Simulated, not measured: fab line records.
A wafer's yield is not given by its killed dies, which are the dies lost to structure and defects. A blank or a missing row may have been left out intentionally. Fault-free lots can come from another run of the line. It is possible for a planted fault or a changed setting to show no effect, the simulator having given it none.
fab line records :: flow n5Finfet
record:
  lots: 3
  wafers: 9
  lastDay: 15
route steps=1938 shown BEOL_M0_SAQP@686 BEOL_M0_CUTY@701 BEOL_M0@715 BEOL_M4@1111
lots that met no fault: from a run of the same line without faults
startH: hours from the record's opening day to when the first of the lot's shown wafers began :: waitH: hours elapsed since this lot's preceding step :: " identical to the entry in the row above :: L1.1+2: a row that stands for several wafers :: - no value present, or no start provided :: * or withheld: withheld :: < > ~ a bound
route shown NAME@n: NAME is a module with steps in the file, n the number in the route of the first one :: usual: the fault-free wafers' mean and standard deviation :: same: alike in all rows :: chamber/n: place in a boat :: sites: each site's reading :: _std_site: the standard deviation of these :: _edge_site: outer sites' mean less inner sites' :: radiusMm: how far each site lies from the wafer's centre :: mask NAME#n: copy n :: behind: the last tool/chamber to shape the wafer :: hold: what put the lot on hold/how long, in hours/how the hold closed :: device: the transistor (n, p or np) that didn't switch :: end of line: the route-end tests of the same wafers :: a step given without rows: its recipe and nothing more :: killed: dies lost to structure and defects at the first sort, not the wafer's yield :: map: a wafer's dies, x killed, . not, _ none there
set.NAME: the setting as run; set.NAME@STEP: as run at that earlier step :: model.NAME: the simulator's own value behind a step, which no gauge read
lots at some steps of the route; a table a step, a row a wafer
services: from which hour (startH, from the record's first day; less than 0 if before it) a tool's chamber was out of use, for how many hours, and why
== steps ==
step: N5_BEOL_M0_SAQP_EXPOSE_37
recipe:
  maskId: M0_CUT1
  na: 0.33
  sourceShape: annular
  sigmaInner: 0.35
  sigmaOuter: 0.8
  polarization: unpolarized
  targetCdNm: 30
  doseMj: 44.75
step: N5_BEOL_M0_SAQP_PEB_38
recipe:
  pebTempC: 100
  pebTimeS: 60
  resist: CAR-EUV
step: N5_BEOL_M0_SAQP_DEVELOP_39
recipe:
  developTimeS: 30
  developer: TMAH
  resist: CAR-EUV
  rinseLiquid: surfactantRinse
  dry: airSpin
  devTempC: 23
step: N5_BEOL_M0_SAQP_DESCUM_45
recipe:
  chemistry: O2
  timeS: 7
  sourcePowerW: 50
  biasPowerW: 20
  pressureMtorr: 20
  rfFrequencyHz: 2.712e+07
  tempC: 40
  resist: CAR-EUV
  o2FlowSccm: 225
step: N5_BEOL_M0_SAQP_ETCH_88
recipe:
  chemistry: N2/H2
  target: underlayer
  targetDepthA: 65
  timeS: 5.2
  ionEnergyEv: 200
  maskMaterial: CAR-EUV
  pressureMtorr: 30
  sourceW: 840
  biasW: 150
  n2FlowSccm: 200
  h2FlowSccm: 200
  ends: cleared
step: N5_BEOL_M0_SAQP_ETCH_73
recipe:
  chemistry: CF4
  target: SiARC
  targetDepthA: 195
  maskMaterial: CAR-EUV
  timeS: 32.5
  ionEnergyEv: 80
  pressureMtorr: 40
  sourceW: 545
  biasW: 36
  Ar_flow_sccm: 100
  cf4FlowSccm: 100
  ends: cleared
step: N5_BEOL_M0_SAQP_CUT_ETCH_46
recipe:
  chemistry: N2/H2
  target: SOC
  targetDepthA: 1350
  overetchA: 270
  tempC: 40
  timeS: 202.5
  ionEnergyEv: 200
  maskMaterial: SiARC
  pressureMtorr: 30
  sourceW: 840
  biasW: 150
  n2FlowSccm: 200
  h2FlowSccm: 200
step: N5_BEOL_M0_SAQP_STRIP_74
recipe:
  chemistry: N2/H2
  tempC: 40
  n2FlowSccm: 200
  h2FlowSccm: 200
  rfFrequencyHz: 6e+07
step: N5_BEOL_M0_SAQP_STRIP_89
recipe:
  chemistry: N2/H2
  tempC: 40
  n2FlowSccm: 200
  h2FlowSccm: 200
  rfFrequencyHz: 6e+07
step: N5_BEOL_M0_SAQP_ALD_48
recipe:
  material: SiO2
  targetThkA: 200
  tempC: 100
  aldPrecursorFamily: BDEAS
  aldCoReactant: O2-plasma
  pulseTimeS: 1
  coReactantPulseTimeS: 1
  purgeTimeS: 2
  coReactantPurgeTimeS: 2
  aldCycles: 139
  pressureTorr: 2
usual:
  aldCycles: 139/0
  heaterPowerW: 79/6.3
  precursorPulseHeightRel: 1.000/0.018
lot.wafer: L862.2
tool: aldSin-04
chamber: 1
startH: 166.65
waitH: 0.0
aldCycles: 139
heaterPowerW: 92
precursorPulseHeightRel: 1.016
model.SiO2_of_BEOL_M0_SAQP_ALD_48.thkNm: 20

lot.wafer: L862.4
tool: aldSin-04
chamber: 3
startH: 166.65
waitH: 0.0
aldCycles: 139
heaterPowerW: 77
precursorPulseHeightRel: 0.988
model.SiO2_of_BEOL_M0_SAQP_ALD_48.thkNm: 20

lot.wafer: L862.6
tool: aldSin-04
chamber: 1
startH: 166.65
waitH: 0.0
aldCycles: 139
heaterPowerW: 92
precursorPulseHeightRel: 1.042
model.SiO2_of_BEOL_M0_SAQP_ALD_48.thkNm: 20

lot.wafer: L865.1
tool: aldSin-04
chamber: 0
startH: 190.06
waitH: 1.3
aldCycles: 139
heaterPowerW: 77
precursorPulseHeightRel: 1.007
model.SiO2_of_BEOL_M0_SAQP_ALD_48.thkNm: 20

lot.wafer: L865.3
tool: aldSin-04
chamber: 3
startH: 190.06
waitH: 1.3
aldCycles: 139
heaterPowerW: 76
precursorPulseHeightRel: 1.007
model.SiO2_of_BEOL_M0_SAQP_ALD_48.thkNm: 20.2

lot.wafer: L865.4
tool: aldSin-04
chamber: 1
startH: 190.06
waitH: 1.3
aldCycles: 153
heaterPowerW: 90
precursorPulseHeightRel: 1.002
model.SiO2_of_BEOL_M0_SAQP_ALD_48.thkNm: 21.8

lot.wafer: L867.1
tool: aldSin-01
chamber: 0
startH: 195.69
waitH: 0.0
aldCycles: 139
heaterPowerW: 65
precursorPulseHeightRel: 0.991
model.SiO2_of_BEOL_M0_SAQP_ALD_48.thkNm: 20

lot.wafer: L867.3
tool: aldSin-01
chamber: 1
startH: 195.69
waitH: 0.0
aldCycles: 139
heaterPowerW: 78
precursorPulseHeightRel: 0.949
model.SiO2_of_BEOL_M0_SAQP_ALD_48.thkNm: 20

lot.wafer: L867.5
tool: aldSin-01
chamber: 2
startH: 195.69
waitH: 0.0
aldCycles: 139
heaterPowerW: 72
precursorPulseHeightRel: 1.001
model.SiO2_of_BEOL_M0_SAQP_ALD_48.thkNm: 19.8
step: N5_BEOL_M0_SAQP_ETCH_49
recipe:
  chemistry: CF4/O2
  targetDepthA: 370
  target: SiO2
  pressureMtorr: 40
  sourceW: 535
  biasW: 49
  Ar_flow_sccm: 100
  cf4FlowSccm: 100
  O2_flow_sccm: 10
  ionEnergyEv: 100
step: N5_BEOL_M0_SAQP_STRIP_75
recipe:
  chemistry: CF4
  resist: SiARC
  powerW: 300
  biasPowerW: 75
  pressureMtorr: 50
  cf4FlowSccm: 150
  rfFrequencyHz: 6e+07
step: N5_BEOL_M0_CUTY_COAT_50
recipe:
  resist: SiARC
  tempC: 220
  timeS: 60
  spinRpm: 1500
  resistThkNm: 15
step: N5_BEOL_M0_CUTY_COAT_51
recipe:
  resist: CAR-ArF-block
  spinRpm: 1500
  resistThkNm: 150
step: N5_BEOL_M0_CUTY_EBR_52
recipe:
  solvent: PGMEA
  ebrWidthMm: 1.5
step: N5_BEOL_M0_CUTY_SOFTBAKE_53
recipe:
  tempC: 110
  timeS: 60
  resist: CAR-ArF-block
step: N5_BEOL_M0_CUTY_EXPOSE_54
recipe:
  maskId: M0_ABLK
  na: 1.35
  sourceShape: conventional
  sigmaOuter: 0.8
  polarization: unpolarized
  doseMj: 36
step: N5_BEOL_M0_CUTY_PEB_55
recipe:
  pebTempC: 110
  pebTimeS: 60
  resist: CAR-ArF-block
step: N5_BEOL_M0_CUTY_DEVELOP_56
recipe:
  developTimeS: 30
  developer: TMAH
  resist: CAR-ArF-block
  rinseLiquid: diw
  dry: airSpin
  devTempC: 23
step: N5_BEOL_M0_CUTY_DESCUM_61
recipe:
  chemistry: O2
  timeS: 7.9
  sourcePowerW: 50
  biasPowerW: 20
  pressureMtorr: 20
  rfFrequencyHz: 2.712e+07
  tempC: 40
  resist: CAR-ArF-block
  o2FlowSccm: 225
step: N5_BEOL_M0_CUTY_ETCH_62
recipe:
  chemistry: CF4
  target: SiARC
  maskMaterial: CAR-ArF-block
  timeS: 58.5
  ionEnergyEv: 80
  pressureMtorr: 40
  sourceW: 545
  biasW: 36
  Ar_flow_sccm: 100
  cf4FlowSccm: 100
  ends: cleared
step: N5_BEOL_M0_CUTY_ETCH_63
recipe:
  chemistry: N2/H2
  target: SOC
  targetDepthA: 827
  overetchA: 165
  maskMaterial: SiARC
  tempC: 40
  ionEnergyEv: 200
  timeS: 124
  pressureMtorr: 30
  sourceW: 840
  biasW: 150
  n2FlowSccm: 200
  h2FlowSccm: 200
step: N5_BEOL_M0_CUTY_STRIP_64
recipe:
  chemistry: N2/H2
  tempC: 40
  n2FlowSccm: 200
  h2FlowSccm: 200
  rfFrequencyHz: 6e+07
step: N5_BEOL_M0_ETCH_138
recipe:
  chemistry: CH3F/O2
  targetDepthA: 120
  target: SiCN
  timeS: 31.6
  ionEnergyEv: 120
  pressureMtorr: 30
  sourceW: 395
  biasW: 75
  Ar_flow_sccm: 150
  CH3F_flow_sccm: 30
  O2_flow_sccm: 20
  ends: cleared
step: N5_BEOL_M0_HM_OPEN_105
recipe:
  chemistry: Cl2/BCl3
  targetDepthA: 120
  target: TiN
  ionEnergyEv: 150
  pressureMtorr: 10
  icpW: 1000
  biasW: 126
  Cl2_flow_sccm: 53.25
  bcl3FlowSccm: 21.75
  Ar_flow_sccm: 25
step: N5_BEOL_M0_STRIP_140
recipe:
  chemistry: CF4
  resist: SiARC
  powerW: 300
  biasPowerW: 75
  pressureMtorr: 50
  cf4FlowSccm: 150
  rfFrequencyHz: 6e+07
usual:
  drypumpMotorCurrentA: 5.7/0.31
  oesProductAu: 0.78/0.069
  rfVppV: 271.3/1.5
  showerheadPlenumPTorr: 1.81/0.05
  throttleValvePct: 13.56/0.27
lot.wafer: L862.2
tool: rieDiel-01
chamber: 2
startH: 169.14
waitH: 0.1
drypumpMotorCurrentA: 5.8
oesProductAu: 0.68
rfHoursCounterH: 239
rfVppV: 269.9
showerheadPlenumPTorr: 1.70
throttleValvePct: 14.07
model.SiO2_of_BEOL_M0_SAQP_ALD_48.thkNm: 11.6

lot.wafer: L862.4
tool: rieDiel-01
chamber: 1
startH: 169.14
waitH: 0.1
drypumpMotorCurrentA: 5.6
oesProductAu: 0.72
rfHoursCounterH: 192
rfVppV: 271.5
showerheadPlenumPTorr: 1.86
throttleValvePct: 13.98
model.SiO2_of_BEOL_M0_SAQP_ALD_48.thkNm: 10.8

lot.wafer: L862.6
tool: rieDiel-01
chamber: 2
startH: 169.14
waitH: 0.1
drypumpMotorCurrentA: 5.8
oesProductAu: 0.68
rfHoursCounterH: -
rfVppV: 267.3
showerheadPlenumPTorr: 1.70
throttleValvePct: 14.09
model.SiO2_of_BEOL_M0_SAQP_ALD_48.thkNm: 11.2

lot.wafer: L865.1
tool: rieDiel-06
chamber: 0
startH: 194.36
waitH: 0.4
drypumpMotorCurrentA: 5.6
oesProductAu: 0.82
rfHoursCounterH: 55
rfVppV: 270.1
showerheadPlenumPTorr: 1.75
throttleValvePct: 13.20
model.SiO2_of_BEOL_M0_SAQP_ALD_48.thkNm: 10.4

lot.wafer: L865.3
tool: rieDiel-06
chamber: 2
startH: 194.36
waitH: 0.4
drypumpMotorCurrentA: 5.6
oesProductAu: 0.79
rfHoursCounterH: 91
rfVppV: 273.2
showerheadPlenumPTorr: 1.82
throttleValvePct: 13.76
model.SiO2_of_BEOL_M0_SAQP_ALD_48.thkNm: 11.6

lot.wafer: L865.4
tool: rieDiel-06
chamber: 2
startH: 194.36
waitH: 0.4
drypumpMotorCurrentA: 5.7
oesProductAu: 0.80
rfHoursCounterH: -
rfVppV: 271.9
showerheadPlenumPTorr: 1.82
throttleValvePct: 13.76
model.SiO2_of_BEOL_M0_SAQP_ALD_48.thkNm: 12.2

lot.wafer: L867.1
tool: rieDiel-06
chamber: 0
startH: 197.25
waitH: 0.1
drypumpMotorCurrentA: 5.5
oesProductAu: 0.83
rfHoursCounterH: 57
rfVppV: 269.2
showerheadPlenumPTorr: 1.75
throttleValvePct: 13.16
model.SiO2_of_BEOL_M0_SAQP_ALD_48.thkNm: 10.6

lot.wafer: L867.3
tool: rieDiel-06
chamber: 2
startH: 197.25
waitH: 0.1
drypumpMotorCurrentA: 5.6
oesProductAu: 0.80
rfHoursCounterH: 93
rfVppV: 271.4
showerheadPlenumPTorr: 1.82
throttleValvePct: 13.77
model.SiO2_of_BEOL_M0_SAQP_ALD_48.thkNm: 11.4

lot.wafer: L867.5
tool: rieDiel-06
chamber: 3
startH: 197.25
waitH: 0.1
drypumpMotorCurrentA: 6.0
oesProductAu: 0.81
rfHoursCounterH: -
rfVppV: 271.8
showerheadPlenumPTorr: 1.80
throttleValvePct: 13.41
model.SiO2_of_BEOL_M0_SAQP_ALD_48.thkNm: 10.4
step: N5_BEOL_M0_STRIP_104
recipe:
  chemistry: N2/H2
  powerW: 450
  tempC: 40
  pressureMtorr: 20
  rfFrequencyHz: 6e+07
  overashFraction: 0.3
  biasPowerW: 7
  h2Frac: 0.5
  n2FlowSccm: 200
  h2FlowSccm: 200
step: N5_BEOL_M4_RC_MEAS_101
usual:
  DIBL_N: 36.0/2.2
  DIBL_P: 35.9/2.6
  IOFF_N: 0.16/0.038
  IOFF_P: 0.21/0.042
  ION_N: 675/15
  ION_P: 463/10
  SS_N: 71.5/0.62
  SS_P: 73.2/0.76
  VT_N: 250/4.1
  VT_P: -251/3.6
lot.wafer: L862.2
tool: prober-02
chamber: 0
startH: 216.01
waitH: 0.2
DIBL_N[mV/V]: 37.0
DIBL_P[mV/V]: 34.9
IOFF_N[nA/um]: 0.14
IOFF_P[nA/um]: 0.16
ION_N[uA/um]: 671
ION_P[uA/um]: 449
SS_N[mV/dec]: 71.9
SS_P[mV/dec]: 73.1
VT_N[mV]: 254
VT_P[mV]: -257

lot.wafer: L862.4
tool: prober-02
chamber: 0
startH: 216.01
waitH: 0.2
DIBL_N[mV/V]: 36.9
DIBL_P[mV/V]: 36.5
IOFF_N[nA/um]: 0.16
IOFF_P[nA/um]: 0.19
ION_N[uA/um]: 683
ION_P[uA/um]: 458
SS_N[mV/dec]: 72.4
SS_P[mV/dec]: 73.1
VT_N[mV]: 252
VT_P[mV]: -256

lot.wafer: L862.6
tool: prober-02
chamber: 0
startH: 216.01
waitH: 0.2
DIBL_N[mV/V]: 34.9
DIBL_P[mV/V]: 33.9
IOFF_N[nA/um]: 0.11
IOFF_P[nA/um]: 0.15
ION_N[uA/um]: 661
ION_P[uA/um]: 445
SS_N[mV/dec]: 71.1
SS_P[mV/dec]: 73.0
VT_N[mV]: 256
VT_P[mV]: -257

lot.wafer: L865.1
tool: prober-01
chamber: 0
startH: 247.29
waitH: 0.0
DIBL_N[mV/V]: 35.2
DIBL_P[mV/V]: 36.2
IOFF_N[nA/um]: 0.15
IOFF_P[nA/um]: 0.20
ION_N[uA/um]: 679
ION_P[uA/um]: 463
SS_N[mV/dec]: 71.0
SS_P[mV/dec]: 72.9
VT_N[mV]: 250
VT_P[mV]: -247

lot.wafer: L865.3
tool: prober-01
chamber: 0
startH: 247.29
waitH: 0.0
DIBL_N[mV/V]: 34.9
DIBL_P[mV/V]: 37.1
IOFF_N[nA/um]: 0.16
IOFF_P[nA/um]: 0.21
ION_N[uA/um]: 685
ION_P[uA/um]: 467
SS_N[mV/dec]: 71.1
SS_P[mV/dec]: 72.7
VT_N[mV]: 246
VT_P[mV]: -248

lot.wafer: L865.4
tool: prober-01
chamber: 0
startH: 247.29
waitH: 0.0
DIBL_N[mV/V]: 36.3
DIBL_P[mV/V]: 36.2
IOFF_N[nA/um]: 0.14
IOFF_P[nA/um]: 0.19
ION_N[uA/um]: 647
ION_P[uA/um]: 444
SS_N[mV/dec]: 72.0
SS_P[mV/dec]: 72.4
VT_N[mV]: 253
VT_P[mV]: -251

lot.wafer: L867.1
tool: prober-02
chamber: 0
startH: 247.32
waitH: 0.0
DIBL_N[mV/V]: 34.5
DIBL_P[mV/V]: 33.5
IOFF_N[nA/um]: 0.12
IOFF_P[nA/um]: 0.19
ION_N[uA/um]: 656
ION_P[uA/um]: 466
SS_N[mV/dec]: 71.3
SS_P[mV/dec]: 72.4
VT_N[mV]: 254
VT_P[mV]: -250

lot.wafer: L867.3
tool: prober-02
chamber: 0
startH: 247.32
waitH: 0.0
DIBL_N[mV/V]: 39.1
DIBL_P[mV/V]: 38.6
IOFF_N[nA/um]: 0.22
IOFF_P[nA/um]: 0.28
ION_N[uA/um]: 709
ION_P[uA/um]: 482
SS_N[mV/dec]: 72.3
SS_P[mV/dec]: 73.6
VT_N[mV]: 243
VT_P[mV]: -247

lot.wafer: L867.5
tool: prober-02
chamber: 0
startH: 247.32
waitH: 0.0
DIBL_N[mV/V]: 35.4
DIBL_P[mV/V]: 33.0
IOFF_N[nA/um]: 0.13
IOFF_P[nA/um]: 0.17
ION_N[uA/um]: 663
ION_P[uA/um]: 461
SS_N[mV/dec]: 70.8
SS_P[mV/dec]: 72.3
VT_N[mV]: 254
VT_P[mV]: -252
== services ==
tool: aldSin-01
chamber: 1
startH: 144.50
hours: 5.2
kind: repair

tool: rieDiel-06
chamber: 0
startH: 155.65
hours: 13.1
kind: repair

tool: rieDiel-01
chamber: 1
startH: 173.91
hours: 5.0
kind: repair

tool: aldSin-01
chamber: -
startH: 177.18
hours: 14.0
kind: pm

tool: aldSin-01
chamber: 0
startH: 177.18
hours: 14.0
kind: ventCycle

tool: aldSin-01
chamber: 1
startH: 177.18
hours: 14.0
kind: ventCycle

tool: aldSin-01
chamber: 2
startH: 177.18
hours: 14.0
kind: ventCycle

tool: aldSin-01
chamber: 3
startH: 177.18
hours: 14.0
kind: ventCycle

tool: rieDiel-06
chamber: 1
startH: 187.11
hours: 16.2
kind: repair

tool: aldSin-01
chamber: 0
startH: 191.18
hours: -
kind: clean

tool: aldSin-01
chamber: 1
startH: 191.18
hours: -
kind: clean

tool: aldSin-01
chamber: 2
startH: 191.18
hours: -
kind: clean

tool: aldSin-01
chamber: 3
startH: 191.18
hours: -
kind: clean
== key ==
firstSign:
  step: N5_BEOL_M0_SAQP_ALD_48
  reading: aldCycles
  direction: up
  sigmas: 99+
  usual: *
  struck: *
effect none on later readings
modelEffect:
  step: N5_BEOL_M0_SAQP_ALD_48
  value: SiO2_of_BEOL_M0_SAQP_ALD_48.thkNm
  without: 19.8
  struck: 21.8
modelEffect:
  step: N5_BEOL_M0_STRIP_140
  value: SiO2_of_BEOL_M0_SAQP_ALD_48.thkNm
  without: 11.2
  struck: 12.2
metAt N5_BEOL_M0_SAQP_ALD_48
struckWafers L865.4
baselineLoss:
  step: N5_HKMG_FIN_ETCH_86
  wafers: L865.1
onsetBetween 166.65 190.06
fault:
  kind: processParameterDrift
  tool: aldSin-04
  chamber: 1
  onsetH: 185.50
  steps: N5_BEOL_M0_SAQP_ALD_48
  channel: aldCycles
  offset: *
  shape: step
  endH: 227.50
  actsIn: *
  stated: *
baselineLoss: these wafers lose ten dies or more at that step, a loss of the line's own and not of a fault; the sort's usual values leave them out
